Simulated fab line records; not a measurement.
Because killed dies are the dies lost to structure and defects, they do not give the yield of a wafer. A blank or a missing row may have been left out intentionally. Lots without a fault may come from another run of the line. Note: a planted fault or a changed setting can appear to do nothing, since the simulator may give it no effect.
A lot that was struck, set against a sound lot ; flow nand_harc ; 41 out of 1159 route steps
Sound: these wafers, L862.1, L862.4, L862.6. Struck: wafer L844.2. (L844.3, L844.5 of the same lot were not struck and are left out.) The cause comes at the end.
Each step with rows lists, per side, the tool, then ch with its chambers, then its first start. Under that, the readings that differ: sound wafers ; struck wafers ; difference of the means ; sigmas: that difference in standard deviations of wafers without a fault.
alike: readings whose means differ by less than 2 such deviations, and words and numbers that are the same on both sides. not compared: withheld readings, readings that some wafer has no value for, bounds like >300 that may hide the same value, and numbers for which the record gives no deviation and whose values overlap.
Wherever a step has rows on one side only, a row that says differs or no value, or a row with sigmas, the two part there. Non-overlapping numbers with no deviation appear without sigmas and do not part them. A reading that every wafer of one side lacks parts them only if that side has two wafers or more.

NHARC_A_M0_CD_MEAS_09: target cd 80 nm.
  sound on cd_sem-03 ch 0, day 22 05:23; struck on cd_sem-02 ch 0, day 18 01:36
  alike: cd_nm
NHARC_A_M0_OVL_MEAS_10: pitch 160 nm.
  sound on overlay-02 at day 22 05:28; struck on overlay-02 at day 18 01:41
  alike: overlay_x_nm, overlay_y_nm
NHARC_A_M0_INSPECT_11:
  sound on defect_inspect-01 at day 22 05:31; struck on defect_inspect-02 at day 18 01:44
  alike: raw_defect_count
then, 3 steps without rows for these wafers: NHARC_A_M0_DESCUM_14 (chemistry O2, time 3 s); NHARC_A_M0_ETCH_34 (etches the open film in N2/H2, target depth 40 nm, overetch 12 nm, time 43.94 s); NHARC_A_M0_ETCH_15 (etches the open film in C4F8/Ar, target depth 150 nm, overetch 15 nm, time 82.5 s).
NHARC_A_M0_CD_MEAS_16:
  sound on cd_sem-02 at day 22 05:52; struck on cd_sem-03 at day 18 02:05
  alike: cd_nm
then, 5 steps without rows for these wafers: NHARC_A_M0_STRIP_18 (strips in N2/H2); NHARC_A_M0_STRIP_19 (strips in post etch residue remover, time 600 s); NHARC_A_M0_DEGAS_28 (time 60 s); NHARC_A_M0_PRE_CLEAN_29 (time 30 s); NHARC_A_M0_PVD_20 (deposits TaN, target thk 5 nm, time 8.06 s).
NHARC_A_M0_PVD_21: deposits Cu, target thk 30 nm, time 20.49 s.
  sound on pvd_sputter-03 at day 22 06:42; struck on pvd_sputter-03 at day 18 02:56
  alike: throttle_valve_pct
then, 1 step without rows for these wafers: NHARC_A_M0_ECD_22 (material Cu, target thk 400 nm).
NHARC_A_M0_ANNEAL_30: time 90 s.
  sound on rtp_anneal-01 ch 0, day 22 07:22; struck on rtp_anneal-02 ch 0, day 18 03:30
  alike: wafer_temp_C_max
NHARC_A_M0_CMP_23: polishes, t overpolish 20 s, target thk 113.75 nm.
  sound on cmp-02 ch 0,1,2, day 22 07:47; struck on cmp-01 ch 0, day 18 03:48
  alike: motor_current_A, time_to_endpoint_s
following that, these wafers have no rows for 1 step: NHARC_A_M0_SRD_25.
NHARC_A_M0_INSPECT_27:
  sound on defect_inspect-02 at day 22 08:12; struck on defect_inspect-01 at day 18 04:16
  alike: raw_defect_count
then, 12 steps without rows for these wafers: NHARC_A_M0_PRE_CLEAN_31 (time 12 s); NHARC_A_M0_DEP_32 (deposits SiCN, target thk 30 nm); NHARC_A_M1_DEP_00 (deposits SiOC, target thk 182.5 nm); NHARC_A_M1_DEHYDRATE_01 (time 120 s); NHARC_A_M1_HMDS_02 (time 30 s); NHARC_A_M1_COAT_34 (time 65 s); NHARC_A_M1_COAT_03 (resist thk 90 nm); NHARC_A_M1_SOFTBAKE_04 (time 55 s); NHARC_A_M1_EBR_05; NHARC_A_M1_EXPOSE_06 (exposes mask A M1, target cd 120 nm); NHARC_A_M1_PEB_07 (peb time 65 s); NHARC_A_M1_DEVELOP_08 (develop time 35 s).
NHARC_A_M1_CD_MEAS_09: target cd 120 nm.
  the record has rows for the sound wafers here (cd_sem-03 ch 0, day 22 10:11) and none for the struck ones
NHARC_A_M1_OVL_MEAS_10: pitch 240 nm.
  sound wafers here have rows in the record (overlay-01, day 22 10:16); struck ones have none
NHARC_A_M1_INSPECT_11:
  sound wafers here have rows in the record (defect_inspect-01, day 22 10:19); struck ones have none
NHARC_A_M1_DESCUM_14: chemistry O2, time 3 s.
  the record has rows for the sound wafers here (rie_diel-12 ch 0,1, day 22 10:22) and none for the struck ones
NHARC_A_M1_ETCH_35: etches the open film in N2/H2, target depth 40 nm, overetch 12 nm, time 43.94 s.
  the record has rows for the sound wafers here (rie_diel-12 ch 0,1,3, day 22 10:28) and none for the struck ones
NHARC_A_M1_ETCH_15: etches the open film in C4F8/Ar, target depth 182.5 nm, time 91.2 s.
  the record has rows for the sound wafers here (rie_diel-12 ch 0,1,2) and none for the struck ones
NHARC_A_M1_CD_MEAS_16:
  sound wafers here have rows in the record (cd_sem-01, day 22 10:41); struck ones have none
then, 3 steps without rows for these wafers: NHARC_A_M1_STRIP_18 (strips in N2/H2); NHARC_A_M1_ETCH_28 (etches the open film in CF4/N2, target depth 30 nm, time 72.99 s); NHARC_A_M1_STRIP_19 (strips in post etch residue remover, time 600 s).
-- record jumps: 2 days between struck wafers' starts before vs after; left off in module A_M1, resumes in module END, first step shown is number 1159 of the route --
NHARC_END_SORT_01:
  sound on prober-02 ch 0, day 24 00:14; struck on prober-02 ch 0, day 20 04:53
reading;sound;struck;difference;sigmas
defect_limited_yield (%);96.2 96.2 94.8;0;-96;-60
killed_at_array;25 23 31;669;+643;+58
killed_at_periphery;1 3 4;8;+5;+2
killed_dies;26 26 35;677;+648;+59
sort_bin_2_pct (%);1.2 0.9 2.2;97.6;+96.2;+99 or more
sort_n_pass;651 651 642;0;-648;-59
sort_rim_yield_pct (%);96 94 100;0;-97;-28
sort_yield_pct (%);96.2 96.2 94.8;0;-96;-60
  alike: killed_at_other, killed_open, killed_short, sort_bin_3_pct, sort_bin_4_pct

== WHERE THEY PART ==
Earliest at NHARC_A_M1_CD_MEAS_09; latest, in this record, at NHARC_END_SORT_01.

WHY: what had been put in by the simulator
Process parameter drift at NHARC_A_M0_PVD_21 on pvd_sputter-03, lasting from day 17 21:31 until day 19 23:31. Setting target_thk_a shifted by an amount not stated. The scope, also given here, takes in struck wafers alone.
